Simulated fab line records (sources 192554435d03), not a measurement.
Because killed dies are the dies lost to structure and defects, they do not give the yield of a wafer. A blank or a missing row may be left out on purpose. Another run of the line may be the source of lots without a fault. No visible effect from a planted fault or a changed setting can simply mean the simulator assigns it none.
Comparing a struck lot with a sound one || flow n5Finfet || 26 out of 1938 route steps
Sound: these wafers, L817.1, L817.2, L817.4. Struck: wafers L834.1, L834.3, L834.6. The cause comes at the end.
Per side, at each step with rows, come the tool, then ch with its chambers, and then its first start. Under that, the readings that differ: sound wafers || struck wafers || difference of the means || sigmas: that difference in standard deviations of wafers without a fault.
alike: a reading whose means differ by less than 2 such deviations, as well as words and numbers matching on both sides. not compared: withheld readings; readings where some wafer has no value; bounds like >300 that might hide an equal value; numbers whose values overlap and for which the record gives no deviation.
A row with sigmas, a row that says differs or no value, or rows on one side alone: a step with any of these is where the two part. Non-overlapping numbers with no deviation appear without sigmas and do not part them. A reading that every wafer of one side lacks parts them only if that side has two wafers or more.

first, 1 step without rows for these wafers: N5_FIN_SAQP_SRD_01 (time 30 s).
N5_FIN_SAQP_ALD_61: deposits SiO2, target thk 4 nm, pulse time 1 s, purge time 2 s.
  sound on aldSin-04 ch 0,1, day 2 14:38; struck on aldSin-02 ch 0,3, day 6 21:13
{"reading": "heaterPowerW (W)", "sound": "450 475 461", "struck": "550 562 547", "difference": "+91", "sigmas": "+2"}
  alike: precursorPulseHeightRel
then, 1 step without rows for these wafers: N5_FIN_SAQP_DENSIFY_62 (time 60 s).
N5_FIN_SAQP_HM_DEP_03: deposits SiNx from SiH4/NH3/N2, target thk 38 nm, time 33.6 s.
  sound on pecvd-01 ch 0,1,2, day 2 15:03; struck on pecvd-01 ch 0,1,2, day 6 21:42
  alike: heaterPowerW, showerheadPlenumPTorr, throttleValvePct
N5_FIN_SAQP_THK_MEAS_05:
  sound on filmMetro-01 at day 2 15:08; struck on filmMetro-01 at day 6 21:47
  alike: thkNm
N5_FIN_SAQP_PECVD_47: deposits a-Si from SiH4/He, target thk 45 nm, time 36.3 s.
  sound on pecvd-02 ch 0,1, day 2 15:11; struck on pecvd-03 ch 0,1,2, day 6 21:49
{"reading": "throttleValvePct (%)", "sound": "18.3 19.9 20.3", "struck": "17.4 18.7 17.4", "difference": -1.7, "sigmas": -2}
  alike: heaterPowerW, showerheadPlenumPTorr
N5_FIN_SAQP_PECVD_48: deposits SiNx from SiH4/NH3/N2, target thk 25 nm, time 22.1 s.
  sound on pecvd-02 ch 0,1, day 2 15:14; struck on pecvd-03 ch 0,1,2, day 6 21:52
{"reading": "throttleValvePct (%)", "sound": "40.1 44.2 44.1", "struck": "37.9 40.8 38.6", "difference": -3.7, "sigmas": -2}
  alike: heaterPowerW, showerheadPlenumPTorr
then, 1 step without rows for these wafers: N5_FIN_SAQP_PECVD_06 (deposits a-Si from SiH4/He, target thk 60 nm, time 48.1 s).
N5_FIN_SAQP_THK_MEAS_07:
  sound on filmMetro-01 at day 2 15:25; struck on filmMetro-02 at day 6 21:59
  alike: thkNm
N5_FIN_SAQP_HM_DEP_72: deposits SiO2 from SiH4/N2O, target thk 12 nm, time 7.2 s.
  sound on pecvd-02 ch 0,1, day 2 15:28; struck on pecvd-01 ch 1,2, day 6 22:02
  alike: heaterPowerW, showerheadPlenumPTorr
then, 2 steps without rows for these wafers: N5_FIN_SAQP_COAT_49 (time 60 s, resist thk 100 nm); N5_FIN_SAQP_COAT_50 (time 60 s, resist thk 35 nm).
N5_FIN_SAQP_COAT_10: resist thk 90 nm.
  sound on lithoTrack-05 ch 0, day 2 15:34; struck on lithoTrack-05 ch 0, day 6 22:07
{"reading": "spinSpeedRpm (rpm)", "sound": "1499.9 1499.1 1499.8", "struck": "1604.8 1604.8 1604.7", "difference": "+105.2", "sigmas": "+99 or more"}
{"reading": "model.CAR-ArF_of_FIN_SAQP_COAT_10.thkNm (nm)", "sound": "89.67 89.95 89.42", "struck": "87.33 87.33 87.13", "difference": -2.42, "sigmas": ""}
  alike: dispensePressureKPa
then, 5 steps without rows for these wafers: N5_FIN_SAQP_EBR_12; N5_FIN_SAQP_SOFTBAKE_11 (time 60 s); N5_FIN_SAQP_EXPOSE_13 (exposes mask FIN CORE, target cd 35.6 nm); N5_FIN_SAQP_PEB_14 (peb time 60 s); N5_FIN_SAQP_DEVELOP_15 (develop time 30 s).
N5_FIN_SAQP_CD_MEAS_16: the cd target is 35.6 nm.
  sound on cdSem-01 ch 0, day 2 15:49; struck on cdSem-01 ch 0, day 6 22:29
  alike: cdNm
N5_FIN_SAQP_OVL_MEAS_17:
  sound on overlay-01 ch 0, day 2 15:51; struck on overlay-01 ch 0, day 6 22:31
  alike: FIN_CORE_OVL
N5_FIN_SAQP_INSPECT_18: inspects for defects (brightfield).
  sound on defectInspect-01 at day 2 15:52; struck on defectInspect-02 at day 6 22:32
  alike: rawDefectCount
then, 1 step without rows for these wafers: N5_FIN_SAQP_DESCUM_21 (chemistry O2, time 7.9 s).
N5_FIN_SAQP_ETCH_51: etches SiARC in CF4, target depth 45.5 nm, time 75.8 s.
  sound on rieDiel-04 ch 0,1,2, day 2 15:56; struck on rieDiel-04 ch 1,2,3, day 6 22:49
{"reading": "model.CAR-ArF_of_FIN_SAQP_COAT_10.thkNm (nm)", "sound": "50.43 50.69 50.4", "struck": "48.04 48.05 47.92", "difference": -2.50, "sigmas": ""}
  alike: drypumpMotorCurrentA, etchRfOnTimeS, mfcArSccm, oesProductAu, rfVppV, showerheadPlenumPTorr, throttleValvePct
  not compared: rfHoursCounterH
then, 1 step without rows for these wafers: N5_FIN_SAQP_ETCH_52 (etches SOC in N2/H2, target depth 100 nm, overetch 20 nm, time 150 s).
-- record jumps: 6 days separate the struck wafers' starts on either side; left off in module FIN_SAQP, taken up again in module BEOL_M4, whose first shown step is the route's number 1111 --
N5_BEOL_M4_RC_MEAS_101:
  sound on prober-01 ch 0, day 8 20:47; struck on prober-01 ch 0, day 13 10:42
  alike: DIBL_N, DIBL_P, IOFF_N, IOFF_P, ION_N, ION_P, SS_N, SS_P, VT_N, VT_P
-- here the record skips 4 days between the struck wafers' starts before and after, leaving off in module BEOL_M4 and picking up in module PASSIVATION (first step shown: number 1936 of the route) --
N5_PASSIVATION_PROBE_49:
  rows exist in the record for the struck wafers here (prober-01, day 17 19:05), but not for the sound ones

WHERE THEY PART
Earliest at N5_FIN_SAQP_ALD_61; latest, in this record, at N5_PASSIVATION_PROBE_49.

WHY: whatever the simulator had introduced
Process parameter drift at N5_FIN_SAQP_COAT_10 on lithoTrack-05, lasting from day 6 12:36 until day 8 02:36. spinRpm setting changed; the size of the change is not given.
